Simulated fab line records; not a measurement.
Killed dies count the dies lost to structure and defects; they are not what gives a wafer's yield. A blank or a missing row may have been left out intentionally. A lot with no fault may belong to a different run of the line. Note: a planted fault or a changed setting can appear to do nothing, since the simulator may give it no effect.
Which of the tools did it? ; flow nand harc ; 42 wafers from 14 lots sampled at 4 of the route's 1302 steps

WHAT THE GAUGES READ, wafer by wafer
Not one reading of a measure or inspect step in the record can be checked against a usual standard deviation.

TOOL THAT RAN EACH LOT (tool first, then ch and the chambers of the sampled wafers, then the start)
lot;NHARC_A_M1_ETCH_28;NHARC_A_BONDPAD_ETCH_24;NHARC_THIN_TSV_ETCHBACK_48;NHARC_THIN_TSV_ANNEAL_52
L153;rie diel-12 ch 0,1,2, day 23 21:14 or earlier;rie diel-10 ch 1,2,3, day 23 21:14 or earlier;rie diel-01 ch 0,2,3, day 23 21:14;rtp anneal-01 ch 0, day 23 23:01
L155;rie diel-05 ch 0,2,3, day 24 13:29 or earlier;rie diel-10 ch 0,1,2, day 24 13:29 or earlier;rie diel-03 ch 0,2,3, day 24 13:29;rtp anneal-02 ch 0, day 24 15:19
L154;rie diel-12 ch 0,2,3, day 24 14:44 or earlier;rie diel-10 ch 0,1,2, day 24 14:44 or earlier;rie diel-11 ch 2,3, day 24 14:44;rtp anneal-02 ch 0, day 24 16:31
L157;rie diel-05 ch 1,2,3, day 25 07:05 or earlier;rie diel-02 ch 0,1,2, day 25 07:05 or earlier;rie diel-03 ch 0,2,3, day 25 07:05;rtp anneal-01 ch 0, day 25 08:48
L159;rie diel-08 ch 0,2,3, day 26 16:31 or earlier;rie diel-02 ch 1,2,3, day 26 16:31 or earlier;rie diel-03 ch 0,1,3, day 26 16:31;rtp anneal-01 ch 0, day 26 18:17
L162;rie diel-08 ch 1,2, day 28 05:47 or earlier;rie diel-10 ch 1,2, day 28 05:47 or earlier;rie diel-01 ch 1,2, day 28 05:47;rtp anneal-02 ch 0, day 28 07:32
L163;rie diel-12 ch 0,2,3, day 28 14:24 or earlier;rie diel-02 ch 0,1,3, day 28 14:24 or earlier;rie diel-03 ch 1,2,3, day 28 14:24;rtp anneal-02 ch 0, day 28 16:07
L158;rie diel-12 ch 1,2,3, day 29 07:22 or earlier;rie diel-10 ch 0,1,2, day 29 07:22 or earlier;rie diel-11 ch 0,1,3, day 29 07:22;rtp anneal-02 ch 0, day 29 09:08
L166;rie diel-05 ch 0,1,2, day 29 08:28 or earlier;rie diel-10 ch 1,3, day 29 08:28 or earlier;rie diel-03 ch 0,3, day 29 08:28;rtp anneal-02 ch 0, day 29 10:16
L167;rie diel-12 ch 0,1,3, day 29 09:37 or earlier;rie diel-10 ch 0,1,2, day 29 09:37 or earlier;rie diel-11 ch 1,2,3, day 29 09:37;rtp anneal-02 ch 0, day 29 11:23
L165;rie diel-05 ch 1,2,3, day 30 02:43 or earlier;rie diel-02 ch 2,3, day 30 02:43 or earlier;rie diel-01 ch 0,1,3, day 30 02:43;rtp anneal-01 ch 0, day 30 04:26
L168;rie diel-08 ch 1,2,3, day 30 17:56 or earlier;rie diel-10 ch 0,1,3, day 30 17:56 or earlier;rie diel-11 ch 0,3, day 30 17:56;rtp anneal-01 ch 0, day 30 19:43
L169;rie diel-05 ch 1,2,3, day 31 11:20 or earlier;rie diel-10 ch 0,3, day 31 11:20 or earlier;rie diel-11 ch 0,1,2, day 31 11:20;rtp anneal-01 ch 0, day 31 13:01
L172;rie diel-05 ch 2,3, day 32 07:13 or earlier;rie diel-02 ch 0,1,2, day 32 07:13 or earlier;rie diel-01 ch 1,2,3, day 32 07:13;rtp anneal-01 ch 0, day 32 08:55
- NHARC_A_M1_ETCH_28: etches the open film in CF4/N2, target depth 30 nm, time 72.99 s.
- NHARC_A_BONDPAD_ETCH_24: etches the open film in CF4/N2, target depth 30 nm, time 72.99 s.
- NHARC_THIN_TSV_ETCHBACK_48: etches the open film in C4F8/Ar, target depth 1028.5 nm, time 405.17 s.
- NHARC_THIN_TSV_ANNEAL_52: time 90 s.

AS READ BY THE TOOLS THEMSELVES (means over the sampled wafers that have a number; for cases with no such wafer, the mark the record gives instead)
NHARC_A_M1_ETCH_28. Usual: drypump motor current A 5.5 A, standard deviation 0.47; oes product au 1.003 a.u., standard deviation 0.013; rf vpp V 314.6 V, standard deviation 2.4; showerhead plenum p Torr 2.66 Torr, standard deviation 0.14; throttle valve pct 19.796 %, standard deviation 0.01.
lot;tool;drypump motor current A (A);oes product au (a.u.);rf vpp V (V);showerhead plenum p Torr (Torr);throttle valve pct (%);flag
L153;rie diel-12;5.5;1.013;317.1;2.78;19.797;
L155;rie diel-05;5.8;1.001;311.8;2.53;19.802;
L154;rie diel-12;5.3;1.012;316.4;2.79;19.793;
L157;rie diel-05;5.4;0.997;312.7;2.55;19.795;
L159;rie diel-08;5.3;1.015;312.9;2.52;19.799;
L162;rie diel-08;5.1;1.004;313.0;2.55;19.786;
L163;rie diel-12;5.3;1.002;316.8;2.79;19.792;
L158;rie diel-12;5.8;1.008;316.4;2.77;19.797;
L166;rie diel-05;5.7;0.996;313.2;2.61;19.805;
L167;rie diel-12;5.6;1.010;317.4;2.78;19.787;
L165;rie diel-05;5.4;1.003;311.9;2.55;19.801;
L168;rie diel-08;5.5;1.007;313.4;2.59;19.800;
L169;rie diel-05;5.4;0.986;313.5;2.55;19.799;
L172;rie diel-05;5.4;0.996;311.4;2.47;19.793;

NHARC_A_BONDPAD_ETCH_24. Usual: drypump motor current A 6.2 A, standard deviation 0.39; oes product au 1.000 a.u., standard deviation 0.012; rf vpp V 314.3 V, standard deviation 2.2; showerhead plenum p Torr 2.63 Torr, standard deviation 0.12; throttle valve pct 19.795 %, standard deviation 0.0097.
lot;tool;drypump motor current A (A);oes product au (a.u.);rf vpp V (V);showerhead plenum p Torr (Torr);throttle valve pct (%);flag
L153;rie diel-10;6.1;1.009;315.3;2.72;19.794;
L155;rie diel-10;6.0;1.019;313.5;2.60;19.791;
L154;rie diel-10;6.0;1.021;314.4;2.60;19.806;
L157;rie diel-02;6.4;0.996;315.0;2.65;19.800;
L159;rie diel-02;6.5;1.000;312.6;2.55;19.805;
L162;rie diel-10;6.0;1.001;315.0;2.68;19.795;
L163;rie diel-02;6.4;1.003;312.9;2.60;19.789;
L158;rie diel-10;6.0;0.998;314.3;2.60;19.792;
L166;rie diel-10;6.4;0.994;314.8;2.70;19.791;
L167;rie diel-10;6.0;0.985;313.6;2.60;19.789;
L165;rie diel-02;6.5;0.998;311.9;2.55;19.799;
L168;rie diel-10;6.1;0.999;314.6;2.64;19.794;
L169;rie diel-10;6.0;1.001;315.2;2.70;19.793;
L172;rie diel-02;6.4;0.998;314.5;2.64;19.797;

NHARC_THIN_TSV_ETCHBACK_48. Usual: oes product au 0.94 a.u., standard deviation 0.032; rf vpp V 548 V, standard deviation 3.3; run length s 426.4 s, standard deviation 0.35.
lot;tool;oes product au (a.u.);rf vpp V (V);run length s (s);flag
L153;rie diel-01;0.94;545;426.2;
L155;rie diel-03;0.93;550;426.6;
L154;rie diel-11;0.91;548;426.2;
L157;rie diel-03;0.92;551;426.5;
L159;rie diel-03;0.92;549;426.5;
L162;rie diel-01;0.93;550;426.4;
L163;rie diel-03;1.00;548;426.4;
L158;rie diel-11;0.98;548;426.7;
L166;rie diel-03;0.92;552;426.3;
L167;rie diel-11;0.92;547;426.5;
L165;rie diel-01;0.93;546;426.0;
L168;rie diel-11;0.91;548;343.4;OFF
L169;rie diel-11;0.92;545;260.8;OFF
L172;rie diel-01;0.97;546;426.1;

NHARC_THIN_TSV_ANNEAL_52. Usual: anneal temp c max 225.79, standard deviation 0.28; wafer_temp_C_max 225.77, standard deviation 0.22.
lot;tool;anneal temp c max;wafer_temp_C_max;flag
L153;rtp anneal-01;225.92;225.68;
L155;rtp anneal-02;225.72;225.82;
L154;rtp anneal-02;226.10;225.67;
L157;rtp anneal-01;225.63;225.93;
L159;rtp anneal-01;225.57;225.49;
L162;rtp anneal-02;226.08;225.95;
L163;rtp anneal-02;225.97;225.64;
L158;rtp anneal-02;226.10;225.75;
L166;rtp anneal-02;226.15;225.73;
L167;rtp anneal-02;226.12;225.50;
L165;rtp anneal-01;225.69;225.77;
L168;rtp anneal-01;225.59;225.80;
L169;rtp anneal-01;225.48;225.64;
L172;rtp anneal-01;225.64;225.94;

THE ANSWER, worked out from the rows above alone
Rule: take the mean of a lot's wafers that have a number; if it is more than 3 standard deviations from the usual mean, the lot is off. Also off: a lot with no number at a reading for which 4 or more lots have one. Any other lot the step has rows for is counted as sound. First the gauges in route order, then the tools' own readings, where a lot's mean is used as printed above. The first step at which some lot is off is used, and at that step the reading that is off furthest; a lot without a number counts as furthest.
Off, at NHARC_THIN_TSV_ETCHBACK_48 on run length s: L168, L169.
A tool fits if, at that step or a process step before it, it ran every lot that is off, and no sound lot after the first of them. NHARC_A_M1_ETCH_28: start missing for some lots; hours and lot order therefore follow NHARC_THIN_TSV_ETCHBACK_48. NHARC_A_BONDPAD_ETCH_24: start missing for some lots; hours and lot order therefore follow NHARC_THIN_TSV_ETCHBACK_48. 2 tools fit, rie diel-10 at NHARC_A_BONDPAD_ETCH_24 and rie diel-11 at NHARC_THIN_TSV_ETCHBACK_48, so this cannot tell which one it is.

WHAT HAD BEEN PUT IN BY THE SIMULATOR
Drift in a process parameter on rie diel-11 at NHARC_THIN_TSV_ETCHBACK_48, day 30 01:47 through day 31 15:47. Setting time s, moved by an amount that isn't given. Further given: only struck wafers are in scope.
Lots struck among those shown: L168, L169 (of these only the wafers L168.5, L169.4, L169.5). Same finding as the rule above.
